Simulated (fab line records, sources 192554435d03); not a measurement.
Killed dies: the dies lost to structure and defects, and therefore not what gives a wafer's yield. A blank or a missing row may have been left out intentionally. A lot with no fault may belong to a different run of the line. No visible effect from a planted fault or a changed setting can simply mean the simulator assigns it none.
fab line records	flow n5Finfet
record: lots: 12	wafers: 36	lastDay: 18
route steps=1938 shown BEOL_M8@1388 BEOL_M9@1401 PASSIVATION@1936
lots that met no fault: taken from a fault-free run of the same line
startH: hours from the record's first day to the start of the lot's first wafer shown	waitH: time in hours since the lot's previous step	" the same as in the row above	L1.1+2: a single row standing in for several wafers	- no value, or no start given	* or withheld: withheld	< > ~ a bound
route shown NAME@n: a module of which the file shows steps, and the number in the route of the first	usual: average and standard deviation across the fault-free wafers	same: alike in all rows	chamber/n: place in a boat	sites: per-site readings	_std_site: how widely they spread, as a standard deviation	_edge_site: mean of outer sites minus mean of inner sites	radiusMm: how far each site lies from the wafer's centre	mask NAME#n: copy n	behind: tool/chamber where the wafer was last shaped	hold: why the lot was held/for how many hours/how that ended	device: the transistor (n, p or np) that didn't switch	end of line: at the end of the route, the tests of the same wafers	a step with no rows: only its recipe	killed: dies that structure and defects cost at the first sort, which is not the same as the wafer's yield	map: shows each die of a wafer: x if killed, . if not, _ if none is there
set.NAME: the run value of the setting; set.NAME@STEP: its run value at that earlier step	model.NAME: the simulator's own value behind a step, which no gauge read
route steps across a sampled set of lots; one table per step, one row per wafer
services: the hour from which a tool's chamber was out of use, counted from the record's first day as startH (under 0 if before that day), plus the number of hours and why
== steps ==
step: N5_BEOL_M8_PRE_CLEAN_45
recipe: gas: H2/He	timeS: 30	tempC: 250
usual: heaterPowerW: 347/29
lot.wafer	tool	chamber	startH	waitH	heaterPowerW
L390.1	pvdSputter-02	-	208.46	0.0	360
L390.3	"	-	"	"	339
L390.6	"	-	"	"	320
L391.3	pvdSputter-02	-	212.58	0.0	375
L391.4	"	-	"	"	317
L391.6	"	-	"	"	307
L400.1	pvdSputter-01	-	268.17	0.0	395
L400.4	"	-	"	"	343
L400.5	"	-	"	"	387
L401.3	pvdSputter-01	-	273.28	0.0	357
L401.5	"	-	"	"	332
L401.6	"	-	"	"	397
L403.2	pvdSputter-03	-	282.42	0.0	325
L403.3	"	-	"	"	292
L403.4	"	-	"	"	373
L402.1	pvdSputter-03	-	291.45	0.0	375
L402.3	"	-	"	"	330
L402.5	"	-	"	"	372
L407.4	pvdSputter-01	-	330.46	0.0	384
L407.5	"	-	"	"	346
L407.6	"	-	"	"	380
L408.1	pvdSputter-01	-	330.80	0.0	383
L408.4	"	-	"	"	370
L408.5	"	-	"	"	393
L412.2	pvdSputter-01	-	331.50	0.0	353
L412.3	"	-	"	"	384
L412.5	"	-	"	"	331
L409.1	pvdSputter-03	-	332.54	0.0	356
L409.2	"	-	"	"	368
L409.4	"	-	"	"	288
L410.2	pvdSputter-02	-	338.86	0.0	311
L410.3	"	-	"	"	362
L410.6	"	-	"	"	352
L411.3	pvdSputter-02	-	356.80	0.0	344
L411.4	"	-	"	"	311
L411.5	"	-	"	"	353
step: N5_BEOL_M8_SPUTTER_48
recipe: material: Cu	targetThkA: 100	tempC: -20	biasV: 60	powerW: 26000	chamberPressurePa: 0.13	timeS: 1.667
usual: throttleValvePct: 30.0/1.1
lot.wafer	tool	chamber	startH	waitH	throttleValvePct
L390.1	pvdSputter-01	-	209.51	0.1	29.3
L390.3	"	-	"	"	31.2
L390.6	"	-	"	"	29.6
L391.3	pvdSputter-01	-	213.49	0.4	29.6
L391.4	"	-	"	"	31.1
L391.6	"	-	"	"	29.1
L400.1	pvdSputter-02	-	268.86	0.1	31.0
L400.4	"	-	"	"	30.9
L400.5	"	-	"	"	31.1
L401.3	pvdSputter-01	-	274.02	0.1	29.3
L401.5	"	-	"	"	31.0
L401.6	"	-	"	"	28.8
L403.2	pvdSputter-01	-	282.94	0.1	31.1
L403.3	"	-	"	"	29.7
L403.4	"	-	"	"	28.9
L402.1	pvdSputter-03	-	292.03	0.1	31.3
L402.3	"	-	"	"	31.7
L402.5	"	-	"	"	31.7
L407.4	pvdSputter-01	-	331.62	0.0	29.5
L407.5	"	-	"	"	31.0
L407.6	"	-	"	"	28.7
L408.1	pvdSputter-01	-	332.04	0.3	29.0
L408.4	"	-	"	"	31.2
L408.5	"	-	"	"	28.9
L412.2	pvdSputter-01	-	332.40	0.2	31.0
L412.3	"	-	"	"	29.0
L412.5	"	-	"	"	28.6
L409.1	pvdSputter-03	-	333.48	0.2	31.3
L409.2	"	-	"	"	31.5
L409.4	"	-	"	"	29.0
L410.2	pvdSputter-01	-	339.66	0.2	28.9
L410.3	"	-	"	"	31.2
L410.6	"	-	"	"	29.0
L411.3	pvdSputter-01	-	357.38	0.1	28.9
L411.4	"	-	"	"	29.4
L411.5	"	-	"	"	28.9
step: N5_BEOL_M8_RS_MEAS_57
recipe: thkMeasGauge: four-point-probe	reads: Cu_of_BEOL_M8_ECD_50+Co_of_BEOL_M8_CVD_78+TaN_of_BEOL_M8_ALD_77
usual: M8_RS: 0.287/0.0074
lot.wafer	tool	chamber	startH	waitH	M8_RS[ohm/sq]
L390.1	filmMetro-01	-	211.51	0.1	0.295
L390.3	"	-	"	"	0.293
L390.6	"	-	"	"	0.307
L391.3	filmMetro-01	-	214.42	0.1	0.289
L391.4	"	-	"	"	0.286
L391.6	"	-	"	"	0.289
L400.1	filmMetro-02	-	270.00	0.1	0.289
L400.4	"	-	"	"	0.287
L400.5	"	-	"	"	0.297
L401.3	filmMetro-02	-	276.71	0.1	0.279
L401.5	"	-	"	"	0.287
L401.6	"	-	"	"	0.292
L403.2	filmMetro-01	-	283.87	0.1	0.283
L403.3	"	-	"	"	0.289
L403.4	"	-	"	"	0.288
L402.1	filmMetro-01	-	292.96	0.1	0.306
L402.3	"	-	"	"	0.286
L402.5	"	-	"	"	0.291
L407.4	filmMetro-01	-	332.56	0.0	0.284
L407.5	"	-	"	"	0.288
L407.6	"	-	"	"	0.290
L408.1	filmMetro-02	-	332.98	0.1	0.287
L408.4	"	-	"	"	0.284
L408.5	"	-	"	"	0.287
L412.2	filmMetro-02	-	333.34	0.1	0.282
L412.3	"	-	"	"	0.289
L412.5	"	-	"	"	0.286
L409.1	filmMetro-01	-	334.82	0.1	0.292
L409.2	"	-	"	"	0.288
L409.4	"	-	"	"	0.286
L410.2	filmMetro-02	-	340.60	0.1	0.266
L410.3	"	-	"	"	0.284
L410.6	"	-	"	"	0.282
L411.3	filmMetro-02	-	358.44	0.1	0.280
L411.4	"	-	"	"	0.280
L411.5	"	-	"	"	0.281
step: N5_BEOL_M9_ILD_DEP_00
recipe: material: SiCOH_lowk	targetThkA: 3085.1	tempC: 300	precursor: DEMS/porogen	pressureTorr: 5	rfW: 500	timeS: 58
usual: heaterPowerOuterW: 130/28	heaterPowerW: 282/42	showerheadPlenumPTorr: 5.738/0.014	showerheadVppV: 1373/85	susceptorTempC: 300.01/0.21	throttleValvePct: 13.9/0.93
lot.wafer	tool	chamber	startH	waitH	heaterPowerOuterW	heaterPowerW	showerheadPlenumPTorr	showerheadVppV	susceptorTempC	throttleValvePct
L390.1	pecvd-02	2	211.57	0.0	155	326	5.729	1366	299.96	13.1
L390.3	"	1	"	"	101	245	5.735	1374	299.90	15.2
L390.6	"	2	"	"	158	333	5.733	1374	299.90	13.4
L391.3	pecvd-03	1	214.48	0.0	170	332	5.749	1488	300.23	15.4
L391.4	"	2	"	"	158	318	5.723	1263	299.90	13.2
L391.6	"	0	"	"	135	246	5.744	1383	299.90	14.1
L400.1	pecvd-02	0	270.07	0.0	137	326	5.743	1505	295.76	14.4
L400.4	"	0	"	"	140	314	5.756	1506	295.79	14.4
L400.5	"	1	"	"	128	284	5.725	1354	295.69	15.3
L401.3	pecvd-02	2	276.77	0.0	140	310	5.735	1352	295.69	13.4
L401.5	"	2	"	"	143	319	5.726	1366	295.65	13.4
L401.6	"	0	"	"	110	280	5.764	1537	295.45	14.6
L403.2	pecvd-04	1	283.94	0.0	123	264	5.713	1361	300.01	13.2
L403.3	"	2	"	"	86	250	5.755	1412	300.09	12.8
L403.4	"	2	"	"	93	258	5.746	1394	300.08	12.8
L402.1	pecvd-02	0	293.03	0.0	124	303	5.758	1505	295.94	14.4
L402.3	"	1	"	"	99	241	5.726	1361	295.58	15.1
L402.5	"	1	"	"	107	249	5.732	1362	295.49	15.3
L407.4	pecvd-03	1	332.65	0.1	193	343	5.739	1485	300.04	16.0
L407.5	"	0	"	"	119	229	5.743	1397	300.14	14.0
L407.6	"	2	"	"	153	318	5.740	1303	299.55	13.2
L408.1	pecvd-03	1	333.04	0.0	167	324	5.749	1486	299.80	15.6
L408.4	"	1	"	"	179	344	5.753	1491	299.77	15.5
L408.5	"	0	"	"	133	239	5.737	1381	300.27	14.0
L412.2	pecvd-03	1	333.40	0.0	195	352	5.741	1459	300.15	15.5
L412.3	"	0	"	"	141	244	5.729	1397	300.24	13.9
L412.5	"	1	"	"	200	375	5.747	1445	299.91	15.7
L409.1	pecvd-04	2	334.88	0.0	125	292	5.754	1401	300.54	13.0
L409.2	"	0	"	"	111	247	5.746	1197	299.91	13.3
L409.4	"	0	"	"	116	255	5.750	1207	299.88	13.2
L410.2	pecvd-03	2	340.66	0.0	120	268	5.712	1277	299.87	13.1
L410.3	"	1	"	"	175	325	5.755	1484	299.72	15.6
L410.6	"	1	"	"	180	334	5.741	1488	299.88	15.4
L411.3	pecvd-04	0	358.50	0.0	83	212	5.729	1212	300.02	13.3
L411.4	"	0	"	"	90	225	5.733	1211	299.97	12.8
L411.5	"	2	"	"	122	294	5.728	1374	300.31	12.8
step: N5_PASSIVATION_PROBE_49
usual: defectLimitedYield: 91.1/1.3	killed_at_M0_to_M3: 35/11	killed_at_M4_up: 13/5.4	killedAtContacts: 14/6.5	killedAtFrontEnd: 41/11	killedAtOther: 4/3.1	killedDies: 106/15	killedOpen: 69/12	killedShort: 35/7	sort_bin_5_function: 5.2/0.86	sort_bin_6_memory: 3.4/0.64	sortNPass: 1074/15	sortYieldPct: 91.0/1.3
same: grossDies: 1180	killedAtBackSide: 0	sort_bin_4_leakage[%]: 0	sort_bin_8_speed[%]: 0
lot.wafer	tool	chamber	startH	waitH	defectLimitedYield[%]	killed_at_M0_to_M3	killed_at_M4_up	killedAtContacts	killedAtFrontEnd	killedAtOther	killedDies	killedOpen	killedShort	sort_bin_5_function[%]	sort_bin_6_memory[%]	sortNPass	sortYieldPct[%]
L390.1	prober-02	-	273.06	0.0	90.7	26	20	10	48	6	110	65	41	5.3	3.6	1070	90.7
L390.3	prober-02	-	273.16	0.1	91.6	32	13	10	43	1	99	64	33	4.9	3.2	1081	91.6
L390.6	prober-02	-	273.31	0.3	91.0	24	10	23	46	3	106	69	35	5.2	3.5	1074	91.0
L391.3	prober-01	-	277.93	0.1	91.0	36	11	5	51	3	106	68	36	4.7	4.0	1074	91.0
L391.4	prober-01	-	277.98	0.2	90.8	40	8	7	53	1	109	69	37	4.8	4.1	1071	90.8
L391.6	prober-01	-	278.08	0.3	89.8	31	18	5	66	0	120	77	40	5.8	3.5	1060	89.8
L400.1	prober-02	-	324.62	0.0	90.3	38	10	13	52	2	115	69	43	5.8	3.7	1065	90.3
L400.4	prober-02	-	324.77	0.2	91.0	28	15	17	38	8	106	69	35	5.3	3.3	1074	91.0
L400.5	prober-02	-	324.82	0.2	91.9	36	16	10	29	4	95	60	32	4.7	2.9	1085	91.9
L401.3	prober-02	-	336.53	0.1	93.0	33	7	8	25	10	83	51	30	3.6	3.1	1097	93.0
L401.5	prober-02	-	336.63	0.2	92.3	36	7	12	31	5	91	58	29	4.1	3.5	1089	92.3
L401.6	prober-02	-	336.68	0.3	90.7	41	11	13	32	13	110	66	39	5.3	3.6	1070	90.7
L403.2	prober-02	-	337.40	0.1	91.4	43	10	19	25	4	101	72	28	5.0	3.3	1079	91.4
L403.3	prober-02	-	337.45	0.1	89.9	59	7	15	36	2	119	79	39	6.0	3.9	1061	89.9
L403.4	prober-02	-	337.50	0.2	89.2	36	11	22	55	4	128	76	51	6.4	4.0	1052	89.2
L402.1	prober-01	-	352.65	0.0	87.6	34	20	19	73	0	146	100	42	6.9	4.7	1034	87.6
L402.3	prober-01	-	352.75	0.1	89.7	33	17	13	52	6	121	91	27	6.4	3.8	1059	89.7
L402.5	prober-01	-	352.85	0.2	91.9	27	10	16	41	2	96	68	25	5.2	2.8	1084	91.9
L407.4	prober-02	-	398.87	0.7	90.8	35	13	14	44	3	109	67	37	4.9	3.9	1071	90.8
L407.5	prober-02	-	398.92	0.7	90.4	43	15	7	46	2	113	77	34	5.8	3.5	1067	90.4
L407.6	prober-02	-	398.97	0.8	92.0	39	24	7	22	2	94	56	36	4.3	3.0	1086	92.0
L408.1	prober-02	-	406.72	0.0	91.2	41	30	3	29	1	104	69	31	5.4	3.0	1076	91.2
L408.4	prober-02	-	406.87	0.2	91.0	51	12	12	28	3	106	62	41	5.5	3.1	1074	91.0
L408.5	prober-02	-	406.92	0.2	92.9	35	13	8	25	3	84	56	28	4.7	2.4	1096	92.9
L409.1	prober-01	-	407.69	0.0	89.9	34	9	22	50	4	119	89	29	5.9	3.7	1061	89.9
L409.2	prober-01	-	407.74	0.1	90.8	34	9	19	44	2	108	70	37	5.1	3.7	1072	90.8
L409.4	prober-01	-	407.84	0.2	90.8	38	13	19	37	2	109	77	32	6.0	3.1	1071	90.8
L412.2	prober-02	-	412.12	0.1	90.9	23	6	17	58	3	107	72	33	4.6	4.2	1073	90.9
L412.3	prober-02	-	412.17	0.1	91.5	21	11	13	52	3	100	70	24	4.8	3.3	1080	91.5
L412.5	prober-02	-	412.27	0.2	91.2	19	14	12	56	3	104	67	33	4.9	3.6	1076	91.2
L410.2	prober-02	-	413.30	0.1	91.7	49	5	10	34	0	98	57	41	4.9	3.2	1082	91.7
L410.3	prober-02	-	413.35	0.1	89.3	57	7	9	49	4	126	80	45	6.0	4.5	1054	89.3
L410.6	prober-02	-	413.50	0.3	91.3	51	13	18	15	6	103	61	42	4.2	4.2	1077	91.3
L411.3	prober-02	-	434.72	0.1	89.5	39	16	16	53	0	124	90	33	6.0	4.2	1056	89.5
L411.4	prober-02	-	434.77	0.2	91.5	27	8	5	59	1	100	56	42	5.6	2.7	1080	91.5
L411.5	prober-02	-	434.82	0.2	91.9	38	16	7	34	0	95	60	32	5.3	2.5	1085	91.9
killed by level:class
L390.1 FIN_SAQP:geometricParticle:short=10 GATE_CUT:geometricParticle:short=9 MOL_CONTACT_COAG:geometricParticle:open=8 DUMMY_GATE:geometricParticle:open=7 FIN_SAQP:geometricParticle:open=6 BEOL_M3:geometricParticle:open=6 BEOL_M4:geometricParticle:open=6 STI_FIN_REVEAL:geometricParticle:open=5
L390.3 BEOL_M3:geometricParticle:open=12 GATE_CUT:geometricParticle:short=11 BEOL_M1:geometricParticle:open=11 MOL_CONTACT_COAG:geometricParticle:open=8 BEOL_M4:geometricParticle:open=7 FIN_SAQP:geometricParticle:short=4 STI_FIN_REVEAL:geometricParticle:open=4 FIN_SAQP:geometricParticle:open=3
L390.6 MOL_CONTACT_COAG:geometricParticle:open=16 FIN_SAQP:geometricParticle:short=12 STI_FIN_REVEAL:geometricParticle:open=11 BEOL_M3:geometricParticle:open=10 MOL_CONTACT_COAG:geometricParticle:short=6 FIN_SAQP:geometricParticle:open=5 GATE_CUT:geometricParticle:short=5 BEOL_M1:geometricParticle:open=5
L391.3 FIN_SAQP:geometricParticle:open=11 BEOL_M0_SAQP:geometricParticle:open=9 FIN_SAQP:geometricParticle:short=8 BEOL_M3:geometricParticle:open=8 GATE_CUT:geometricParticle:open=5 DUMMY_GATE:geometricParticle:open=5 BEOL_M2:geometricParticle:open=5 BEOL_M4:geometricParticle:open=5
L391.4 FIN_SAQP:geometricParticle:open=22 FIN_SAQP:geometricParticle:short=11 GATE_CUT:geometricParticle:short=8 BEOL_M3:geometricParticle:open=7 BEOL_M0:geometricParticle:open=6 BEOL_M4:geometricParticle:open=5 BEOL_M0_SAQP:geometricParticle:short=5 BEOL_M0_SAQP:geometricParticle:open=5
L391.6 FIN_SAQP:geometricParticle:short=18 FIN_SAQP:geometricParticle:open=18 BEOL_M4:geometricParticle:open=13 BEOL_M3:geometricParticle:open=11 STI_FIN_REVEAL:geometricParticle:open=7 MOL_CONTACT_COAG:geometricParticle:open=5 DUMMY_GATE:geometricParticle:open=4 ILD0:geometricParticle:open=4
L400.1 FIN_SAQP:geometricParticle:short=14 STI_FIN_REVEAL:geometricParticle:open=12 MOL_CONTACT_COAG:geometricParticle:open=11 BEOL_M0_SAQP:geometricParticle:open=9 BEOL_M0_SAQP:geometricParticle:short=7 BEOL_M4:geometricParticle:open=6 FIN_SAQP:geometricParticle:open=5 GATE_CUT:geometricParticle:open=5
L400.4 MOL_CONTACT_COAG:geometricParticle:open=17 BEOL_M0_SAQP:geometricParticle:short=9 FIN_SAQP:geometricParticle:short=8 FIN_SAQP:geometricParticle:open=7 STI_FIN_REVEAL:geometricParticle:open=6 BEOL_M3:geometricParticle:open=6 BEOL_M4:geometricParticle:open=6 BEOL_M0_SAQP:geometricParticle:open=5
L400.5 BEOL_M0_SAQP:geometricParticle:open=13 BEOL_M0_SAQP:geometricParticle:short=10 BEOL_M4:geometricParticle:open=9 MOL_CONTACT_COAG:geometricParticle:open=7 FIN_SAQP:geometricParticle:short=6 STI_FIN_REVEAL:geometricParticle:open=6 FIN_SAQP:geometricParticle:open=4 BEOL_M2:geometricParticle:open=4
L401.3 BEOL_M2:geometricParticle:open=6 BEOL_M3:geometricParticle:open=6 MOL_CONTACT_COAG:geometricParticle:open=5 BEOL_M0_SAQP:geometricParticle:open=5 BEOL_M1:geometricParticle:short=5 FIN_SAQP:geometricParticle:open=4 STI_FIN_REVEAL:geometricParticle:open=4 DUMMY_GATE:geometricParticle:open=4
L401.5 MOL_CONTACT_COAG:geometricParticle:open=10 BEOL_M0_SAQP:geometricParticle:open=10 STI_FIN_REVEAL:geometricParticle:open=8 BEOL_M1:geometricParticle:open=8 BEOL_M0_SAQP:geometricParticle:short=7 BEOL_M2:geometricParticle:open=5 STARTING-WAFER:geometricParticle:open=5 STARTING-WAFER:geometricParticle:short=4
L401.6 MOL_CONTACT_COAG:geometricParticle:open=12 BEOL_M1:geometricParticle:open=11 BEOL_M0_SAQP:geometricParticle:short=10 BEOL_M0_SAQP:geometricParticle:open=8 FIN_SAQP:geometricParticle:short=5 BEOL_M2:geometricParticle:short=5 STARTING-WAFER:geometricParticle:open=5 STI_FIN_REVEAL:geometricParticle:open=4
L403.2 MOL_CONTACT_COAG:geometricParticle:open=15 BEOL_M2:geometricParticle:open=10 BEOL_M0_SAQP:geometricParticle:open=9 BEOL_M3:geometricParticle:open=7 BEOL_M3:geometricParticle:short=6 FIN_SAQP:geometricParticle:open=5 DUMMY_GATE:geometricParticle:open=5 STI_FIN_REVEAL:geometricParticle:open=4
L403.3 BEOL_M0_SAQP:geometricParticle:open=16 BEOL_M0_SAQP:geometricParticle:short=13 BEOL_M2:geometricParticle:open=13 STI_FIN_REVEAL:geometricParticle:open=9 MOL_CONTACT_COAG:geometricParticle:open=9 BEOL_M3:geometricParticle:open=7 MOL_CONTACT_COAG:geometricParticle:short=6 FIN_SAQP:geometricParticle:short=5
L403.4 MOL_CONTACT_COAG:geometricParticle:open=15 BEOL_M0_SAQP:geometricParticle:short=14 STI_FIN_REVEAL:geometricParticle:open=12 FIN_SAQP:geometricParticle:short=11 ILD0:geometricParticle:short=7 MOL_CONTACT_COAG:geometricParticle:short=7 BEOL_M0_SAQP:geometricParticle:open=7 BEOL_M3:geometricParticle:open=6
L402.1 FIN_SAQP:geometricParticle:open=25 FIN_SAQP:geometricParticle:short=18 STI_FIN_REVEAL:geometricParticle:open=15 MOL_CONTACT_COAG:geometricParticle:open=15 BEOL_M2:geometricParticle:open=10 BEOL_M0_SAQP:geometricParticle:open=6 BEOL_M4:geometricParticle:open=6 BEOL_M0_SAQP:geometricParticle:short=5
L402.3 STI_FIN_REVEAL:geometricParticle:open=28 MOL_CONTACT_COAG:geometricParticle:open=12 BEOL_M2:geometricParticle:open=12 FIN_SAQP:geometricParticle:open=7 BEOL_M4:geometricParticle:open=6 STI_FIN_REVEAL:geometricParticle:short=4 BEOL_M2:geometricParticle:short=4 BEOL_M7:geometricParticle:open=4
L402.5 MOL_CONTACT_COAG:geometricParticle:open=16 STI_FIN_REVEAL:geometricParticle:open=14 FIN_SAQP:geometricParticle:open=11 BEOL_M2:geometricParticle:open=11 FIN_SAQP:geometricParticle:short=7 BEOL_M0_SAQP:geometricParticle:open=4 BEOL_M4:geometricParticle:short=4 BEOL_M4:geometricParticle:open=4
L407.4 MOL_CONTACT_COAG:geometricParticle:open=13 BEOL_M0_SAQP:geometricParticle:open=10 DUMMY_GATE:geometricParticle:open=7 BEOL_M0_SAQP:geometricParticle:short=7 BEOL_M4:geometricParticle:open=6 FIN_SAQP:geometricParticle:open=4 BEOL_M0:geometricParticle:open=4 STARTING-WAFER:geometricParticle:open=4
L407.5 BEOL_M0_SAQP:geometricParticle:open=18 STI_FIN_REVEAL:geometricParticle:open=13 BEOL_M0_SAQP:geometricParticle:short=8 BEOL_M4:geometricParticle:open=7 MOL_CONTACT_COAG:geometricParticle:open=6 FIN_SAQP:geometricParticle:short=5 BEOL_M0:geometricParticle:open=5 STARTING-WAFER:geometricParticle:open=5
L407.6 BEOL_M0_SAQP:geometricParticle:short=17 BEOL_M0_SAQP:geometricParticle:open=12 STI_FIN_REVEAL:geometricParticle:open=8 BEOL_M4:geometricParticle:open=8 BEOL_M5:geometricParticle:open=7 FIN_SAQP:geometricParticle:short=6 MOL_CONTACT_COAG:geometricParticle:open=5 BEOL_M1:geometricParticle:open=4
L408.1 BEOL_M0_SAQP:geometricParticle:open=14 BEOL_M5:geometricParticle:open=11 BEOL_M3:geometricParticle:open=9 STARTING-WAFER:geometricParticle:short=8 STI_FIN_REVEAL:geometricParticle:open=7 BEOL_M0_SAQP:geometricParticle:short=6 BEOL_M1:geometricParticle:open=6 BEOL_M7:geometricParticle:open=6
L408.4 BEOL_M0_SAQP:geometricParticle:short=16 BEOL_M0_SAQP:geometricParticle:open=11 BEOL_M3:geometricParticle:open=8 MOL_CONTACT_COAG:geometricParticle:open=8 BEOL_M5:geometricParticle:open=7 BEOL_M1:geometricParticle:open=6 STI_FIN_REVEAL:geometricParticle:open=5 MOL_CONTACT_COAG:geometricParticle:short=4
L408.5 BEOL_M0_SAQP:geometricParticle:short=9 STI_FIN_REVEAL:geometricParticle:open=7 MOL_CONTACT_COAG:geometricParticle:open=7 BEOL_M2:geometricParticle:open=6 GATE_CUT:geometricParticle:short=4 BEOL_M1:geometricParticle:open=4 BEOL_M3:geometricParticle:open=4 STARTING-WAFER:geometricParticle:short=4
L409.1 STI_FIN_REVEAL:geometricParticle:open=27 MOL_CONTACT_COAG:geometricParticle:open=20 BEOL_M0_SAQP:geometricParticle:open=9 BEOL_M3:geometricParticle:open=8 STI_FIN_REVEAL:geometricParticle:short=5 BEOL_M1:geometricParticle:open=5 BEOL_M4:geometricParticle:open=4 DUMMY_GATE:geometricParticle:open=3
L409.2 MOL_CONTACT_COAG:geometricParticle:open=14 STI_FIN_REVEAL:geometricParticle:open=13 BEOL_M0_SAQP:geometricParticle:short=11 BEOL_M2:geometricParticle:open=11 STI_FIN_REVEAL:geometricParticle:short=8 BEOL_M0_SAQP:geometricParticle:open=6 FIN_SAQP:geometricParticle:open=5 MOL_CONTACT_COAG:geometricParticle:short=5
L409.4 STI_FIN_REVEAL:geometricParticle:open=18 MOL_CONTACT_COAG:geometricParticle:open=15 BEOL_M0_SAQP:geometricParticle:short=15 BEOL_M0_SAQP:geometricParticle:open=8 BEOL_M3:geometricParticle:open=7 DUMMY_GATE:geometricParticle:open=5 BEOL_M1:geometricParticle:open=5 STI_FIN_REVEAL:geometricParticle:short=4
L412.2 FIN_SAQP:geometricParticle:open=18 FIN_SAQP:geometricParticle:short=14 MOL_CONTACT_COAG:geometricParticle:open=12 STI_FIN_REVEAL:geometricParticle:open=12 BEOL_M1:geometricParticle:open=7 BEOL_M2:geometricParticle:open=7 MOL_CONTACT_COAG:geometricParticle:short=5 STARTING-WAFER:geometricParticle:open=4
L412.3 FIN_SAQP:geometricParticle:open=19 MOL_CONTACT_COAG:geometricParticle:open=10 BEOL_M2:geometricParticle:open=7 STI_FIN_REVEAL:geometricParticle:open=5 DUMMY_GATE:geometricParticle:open=4 ILD0:geometricParticle:short=4 BEOL_M0:geometricParticle:open=4 FIN_SAQP:geometricParticle:short=3
L412.5 FIN_SAQP:geometricParticle:open=20 FIN_SAQP:geometricParticle:short=13 MOL_CONTACT_COAG:geometricParticle:open=8 BEOL_M2:geometricParticle:open=5 DUMMY_GATE:geometricParticle:open=4 MOL_CONTACT_COAG:geometricParticle:short=4 STARTING-WAFER:geometricParticle:open=4 STI_FIN_REVEAL:geometricParticle:short=3
L410.2 BEOL_M0_SAQP:geometricParticle:open=16 FIN_SAQP:geometricParticle:short=10 STI_FIN_REVEAL:geometricParticle:open=8 BEOL_M1:geometricParticle:open=8 MOL_CONTACT_COAG:geometricParticle:open=7 STI_FIN_REVEAL:geometricParticle:short=6 BEOL_M0_SAQP:geometricParticle:short=6 BEOL_M1:geometricParticle:short=5
L410.3 STI_FIN_REVEAL:geometricParticle:open=14 FIN_SAQP:geometricParticle:short=12 BEOL_M0_SAQP:geometricParticle:short=11 BEOL_M0_SAQP:geometricParticle:open=10 BEOL_M2:geometricParticle:open=10 FIN_SAQP:geometricParticle:open=9 BEOL_M1:geometricParticle:open=8 BEOL_M3:geometricParticle:open=7
L410.6 MOL_CONTACT_COAG:geometricParticle:open=16 BEOL_M0_SAQP:geometricParticle:short=12 BEOL_M0_SAQP:geometricParticle:open=8 BEOL_M1:geometricParticle:open=8 BEOL_M2:geometricParticle:open=8 BEOL_M3:geometricParticle:short=6 BEOL_M4:geometricParticle:open=6 FIN_SAQP:geometricParticle:short=4
L411.3 STI_FIN_REVEAL:geometricParticle:open=17 BEOL_M0_SAQP:geometricParticle:open=15 MOL_CONTACT_COAG:geometricParticle:open=11 BEOL_M3:geometricParticle:open=7 FIN_SAQP:geometricParticle:open=5 DUMMY_GATE:geometricParticle:open=5 ILD0:geometricParticle:open=5 MOL_CONTACT_COAG:geometricParticle:short=5
L411.4 STI_FIN_REVEAL:geometricParticle:open=23 FIN_SAQP:geometricParticle:short=9 BEOL_M0_SAQP:geometricParticle:short=9 FIN_SAQP:geometricParticle:open=7 BEOL_M0_SAQP:geometricParticle:open=5 STI_FIN_REVEAL:geometricParticle:short=4 STARTING-WAFER:geometricParticle:open=4 BEOL_M3:geometricParticle:short=4
L411.5 BEOL_M0_SAQP:geometricParticle:open=12 STI_FIN_REVEAL:geometricParticle:open=10 BEOL_M0_SAQP:geometricParticle:short=9 MOL_CONTACT_COAG:geometricParticle:open=6 BEOL_M4:geometricParticle:open=5 FIN_SAQP:geometricParticle:short=4 BEOL_M1:geometricParticle:open=4 GATE_CUT:geometricParticle:short=4
== services ==
tool	chamber	startH	hours	kind
pecvd-02	2	186.39	16.3	repair
pecvd-04	2	202.38	-	clean
pecvd-04	2	202.38	-	consumableReplace:showerhead
pecvd-04	2	202.38	29.0	scheduledDown
pecvd-04	2	202.38	29.0	ventCycle
pecvd-04	-	206.89	0.8	repair
pecvd-03	-	252.74	1.0	repair
pecvd-03	2	259.89	-	calibration
pecvd-03	0	295.41	5.5	scheduledDown
pecvd-02	0	336.68	2.1	scheduledDown
pecvd-03	1	350.43	5.5	scheduledDown
pecvd-02	2	356.25	2.6	repair
pecvd-02	0	357.39	5.5	scheduledDown
== key ==
firstSign: step: N5_BEOL_M9_ILD_DEP_00	reading: susceptorTempC	direction: down	sigmas: 21	usual: *	struck: *
effect none on later readings
metAt N5_BEOL_M9_ILD_DEP_00
struckLots L400,L401,L402
notActingAt N5_BEOL_M8_PRE_CLEAN_45,N5_BEOL_M8_SPUTTER_48,N5_BEOL_M8_RS_MEAS_57
onsetBetween 211.57 270.07
fault: kind: processParameterDrift	tool: pecvd-02	chamber: -	onsetH: 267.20	steps: N5_BEOL_M9_ILD_DEP_00	channel: tempC	offset: *	shape: step	endH: 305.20	actsIn: *	stated: *
